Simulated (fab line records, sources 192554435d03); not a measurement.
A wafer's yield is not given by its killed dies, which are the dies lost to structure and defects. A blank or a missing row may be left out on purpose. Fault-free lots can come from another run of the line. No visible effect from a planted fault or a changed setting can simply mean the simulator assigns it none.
Which tool was responsible? || flow n5_finfet || Sampling: 9 lots, 27 wafers, 4 of 1938 route steps

== WHAT THE GAUGES SHOWED, per wafer ==
N5_BEOL_M13_INSPECT_12: inspects for defects (macro).
{"lot": "L560", "measured": "day 10 18:11", "on": "defect_inspect-01", "raw_defect_count": "0 1 0"}
{"lot": "L561", "measured": "day 11 05:05", "on": "defect_inspect-02", "raw_defect_count": "0 4 4"}
{"lot": "L565", "measured": "day 11 23:58", "on": "defect_inspect-01", "raw_defect_count": "2 1 1"}
{"lot": "L577", "measured": "day 15 07:05", "on": "defect_inspect-01", "raw_defect_count": ">300 >300 >300"}
{"lot": "L576", "measured": "day 15 07:24", "on": "defect_inspect-01", "raw_defect_count": ">300 >300 >300"}
{"lot": "L578", "measured": "day 15 14:59", "on": "defect_inspect-02", "raw_defect_count": "1 3 2"}
{"lot": "L582", "measured": "day 16 05:25", "on": "defect_inspect-01", "raw_defect_count": "0 0 2"}
{"lot": "L580", "measured": "day 16 11:46", "on": "defect_inspect-01", "raw_defect_count": "1 1 3"}
{"lot": "L583", "measured": "day 17 05:53", "on": "defect_inspect-02", "raw_defect_count": "4 2 2"}

== TOOL THAT RAN EACH LOT (tool first, then ch and the chambers of the sampled wafers, then the start) ==
{"lot": "L560", "N5_BEOL_M12_TRENCH_ETCH_34": "rie_diel-06 ch 1,3, day 10 12:21", "N5_BEOL_M12_ANNEAL_48": "rtp_anneal-01 ch 0, day 10 16:56", "N5_BEOL_M13_ILD_DEP_00": "pecvd-01 ch 0,1, day 10 17:41"}
{"lot": "L561", "N5_BEOL_M12_TRENCH_ETCH_34": "rie_diel-03 ch 0,1,2, day 11 02:14", "N5_BEOL_M12_ANNEAL_48": "rtp_anneal-01 ch 0, day 11 03:49", "N5_BEOL_M13_ILD_DEP_00": "pecvd-02 ch 0,1,2, day 11 04:34"}
{"lot": "L565", "N5_BEOL_M12_TRENCH_ETCH_34": "rie_diel-01 ch 0,2, day 11 21:25", "N5_BEOL_M12_ANNEAL_48": "rtp_anneal-01 ch 0, day 11 22:33", "N5_BEOL_M13_ILD_DEP_00": "pecvd-01 ch 0,1,2, day 11 23:20"}
{"lot": "L577", "N5_BEOL_M12_TRENCH_ETCH_34": "rie_diel-03 ch 0,1,2, day 15 00:34", "N5_BEOL_M12_ANNEAL_48": "rtp_anneal-01 ch 0, day 15 05:47", "N5_BEOL_M13_ILD_DEP_00": "pecvd-01 ch 1,2, day 15 06:34"}
{"lot": "L576", "N5_BEOL_M12_TRENCH_ETCH_34": "rie_diel-03 ch 1,3, day 15 03:09", "N5_BEOL_M12_ANNEAL_48": "rtp_anneal-02 ch 0, day 15 06:11", "N5_BEOL_M13_ILD_DEP_00": "pecvd-01 ch 0,2, day 15 06:53"}
{"lot": "L578", "N5_BEOL_M12_TRENCH_ETCH_34": "rie_diel-06 ch 0,1, day 15 10:31", "N5_BEOL_M12_ANNEAL_48": "rtp_anneal-02 ch 0, day 15 13:35", "N5_BEOL_M13_ILD_DEP_00": "pecvd-02 ch 1,2, day 15 14:22"}
{"lot": "L582", "N5_BEOL_M12_TRENCH_ETCH_34": "rie_diel-01 ch 0,1,2, day 16 01:41", "N5_BEOL_M12_ANNEAL_48": "rtp_anneal-01 ch 0, day 16 03:56", "N5_BEOL_M13_ILD_DEP_00": "pecvd-04 ch 0,2, day 16 04:54"}
{"lot": "L580", "N5_BEOL_M12_TRENCH_ETCH_34": "rie_diel-06 ch 0,1,3, day 16 07:44", "N5_BEOL_M12_ANNEAL_48": "rtp_anneal-02 ch 0, day 16 10:21", "N5_BEOL_M13_ILD_DEP_00": "pecvd-02 ch 0,2, day 16 11:08"}
{"lot": "L583", "N5_BEOL_M12_TRENCH_ETCH_34": "rie_diel-06 ch 1,2, day 17 03:28", "N5_BEOL_M12_ANNEAL_48": "rtp_anneal-01 ch 0, day 17 04:33", "N5_BEOL_M13_ILD_DEP_00": "pecvd-02 ch 1,2, day 17 05:23"}
- N5_BEOL_M12_TRENCH_ETCH_34: etches SiOC in C4F8/O2/Ar, target depth 318.95 nm, time 125.5 s.
- N5_BEOL_M12_ANNEAL_48: time 90 s.
- N5_BEOL_M13_ILD_DEP_00: deposits SiOC from DEMS/O2, target thk 837.92 nm, time 166.4 s.

== THE ANSWER, worked out from the rows above alone ==
Rule: the usual values come from the lots themselves. Put in order of their means at a reading, lots are off if they are a third of the lots or fewer, leave a main group of 4 or more, and stand apart from it by a gap of 3 or more times the standard deviation of the main group's means; of several such gaps the widest counts. If all means in a main group match to the digits the tables above print for the reading, that group is not used. Also off: a lot with no number at a reading for which 4 or more lots have one. The other lots that the step has rows for count as sound.
Off: L577, L576 (N5_BEOL_M13_INSPECT_12, raw_defect_count). Without a number there: L577, L576. Mean 1.6 and standard deviation 0.84 in the main group.
If a tool, at a process step before that reading, ran all the lots that are off and no sound lot after the first of them, it fits. Gauges at N5_BEOL_M13_INSPECT_12: tried the same way as those tools. 2 tools fit, rie_diel-03 at N5_BEOL_M12_TRENCH_ETCH_34 and pecvd-01 at N5_BEOL_M13_ILD_DEP_00, so this cannot tell which one it is.

== WHAT WAS PUT IN BY THE SIMULATOR ==
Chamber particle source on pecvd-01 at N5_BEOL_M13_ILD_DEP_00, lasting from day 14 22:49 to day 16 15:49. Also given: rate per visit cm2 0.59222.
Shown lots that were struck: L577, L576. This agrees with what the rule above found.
